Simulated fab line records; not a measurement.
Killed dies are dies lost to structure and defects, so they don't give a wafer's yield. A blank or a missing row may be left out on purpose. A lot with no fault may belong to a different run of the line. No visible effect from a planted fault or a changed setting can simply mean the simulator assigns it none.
The tool behind it: which one? + flow n5_finfet + 11 lots, 30 wafers sampled, at 2 steps of a route of 1938

WHAT EACH GAUGE READ, for each wafer
N5_BEOL_M9_INSPECT_58: inspects for defects (darkfield). Usual: 67 for raw_defect_count, sd 22.
| lot  | measured     | on                | raw_defect_count | flag |
|------|--------------|-------------------|------------------|------|
| L792 | day 10 00:53 | defect_inspect-02 | 196 95 68        |      |
| L796 | day 11 02:41 | defect_inspect-01 | 60 48 47         |      |
| L795 | day 11 02:44 | defect_inspect-01 | 104 65           |      |
| L799 | day 11 05:08 | defect_inspect-02 | 96 65 86         |      |
| L797 | day 11 11:31 | defect_inspect-01 | 46 61            |      |
| L798 | day 11 20:59 | defect_inspect-01 | 85 67 69         |      |
| L801 | day 12 13:48 | defect_inspect-02 | 88 38 50         |      |
| L802 | day 12 15:10 | defect_inspect-01 | 58 72 58         |      |
| L803 | day 13 09:02 | defect_inspect-01 | 39 66            |      |
| L807 | day 13 18:45 | defect_inspect-02 | 58 64 39         |      |
| L808 | day 13 20:33 | defect_inspect-01 | 58 85 45         |      |

WHAT TOOL EACH LOT RAN ON (gives the tool, then ch and the chambers of the sampled wafers, and finally the start)
| lot  | N5_BEOL_M9_ALD_74                   |
|------|-------------------------------------|
| L792 | ald_metal-03 ch 0,1,3, day 9 22:55  |
| L796 | ald_metal-03 ch 0,1,2, day 11 00:59 |
| L795 | ald_metal-04 ch 0,3, day 11 01:00   |
| L799 | ald_metal-04 ch 0,1,3, day 11 03:08 |
| L797 | ald_metal-02 ch 1,3, day 11 09:41   |
| L798 | ald_metal-04 ch 0,1,2, day 11 17:55 |
| L801 | ald_metal-02 ch 0,1, day 12 12:00   |
| L802 | ald_metal-04 ch 0,1,2, day 12 12:26 |
| L803 | ald_metal-03 ch 1,3, day 13 06:56   |
| L807 | ald_metal-04 ch 0,2,3, day 13 16:45 |
| L808 | ald_metal-02 ch 0,2,3, day 13 17:26 |
- N5_BEOL_M9_ALD_74: deposits TaN, target thk 2 nm, pulse time 2 s, purge time 3 s.

WHAT THE TOOLS THEMSELVES READ (means of the sampled wafers that have a number; where no wafer has one, the mark that the record gives instead)
N5_BEOL_M9_ALD_74. Usual: heater_power_outer_w 219 W, standard deviation 16; heater_power_w 398 W, standard deviation 30; mfc_carrier_sccm 1500 sccm, standard deviation 4.4.
| lot  | tool         | heater_power_outer_w (W) | heater_power_w (W) | mfc_carrier_sccm (sccm) | flag |
|------|--------------|--------------------------|--------------------|-------------------------|------|
| L792 | ald_metal-03 | 218                      | 392                | 1500                    |      |
| L796 | ald_metal-03 | 200                      | 364                | 1502                    |      |
| L795 | ald_metal-04 | 221                      | 418                | 1499                    |      |
| L799 | ald_metal-04 | 222                      | 423                | 1501                    |      |
| L797 | ald_metal-02 | 236                      | 395                | 1502                    |      |
| L798 | ald_metal-04 | 224                      | 403                | 1499                    |      |
| L801 | ald_metal-02 | 232                      | 391                | 1500                    |      |
| L802 | ald_metal-04 | 221                      | 407                | 1500                    |      |
| L803 | ald_metal-03 | 228                      | 408                | 1496                    |      |
| L807 | ald_metal-04 | 225                      | 412                | 1499                    |      |
| L808 | ald_metal-02 | 218                      | 402                | 1500                    |      |

THE ANSWER, worked out from the rows above alone
Rule: lot off if the mean of its wafers having a number is beyond 3 standard deviations from the usual mean. Also off: a lot with no number at a reading for which 4 or more lots have one. Where the step has rows for the other lots, those lots are counted as sound. The gauges are gone through in route order, then the tools' own readings, and for those a lot's mean is taken as printed above. The first step at which some lot is off is used, and at that step the reading that is off furthest; a lot without a number counts as furthest.
None of the lots is off at any reading shown; this tells nothing.

WHAT THE SIMULATOR HAD INSERTED
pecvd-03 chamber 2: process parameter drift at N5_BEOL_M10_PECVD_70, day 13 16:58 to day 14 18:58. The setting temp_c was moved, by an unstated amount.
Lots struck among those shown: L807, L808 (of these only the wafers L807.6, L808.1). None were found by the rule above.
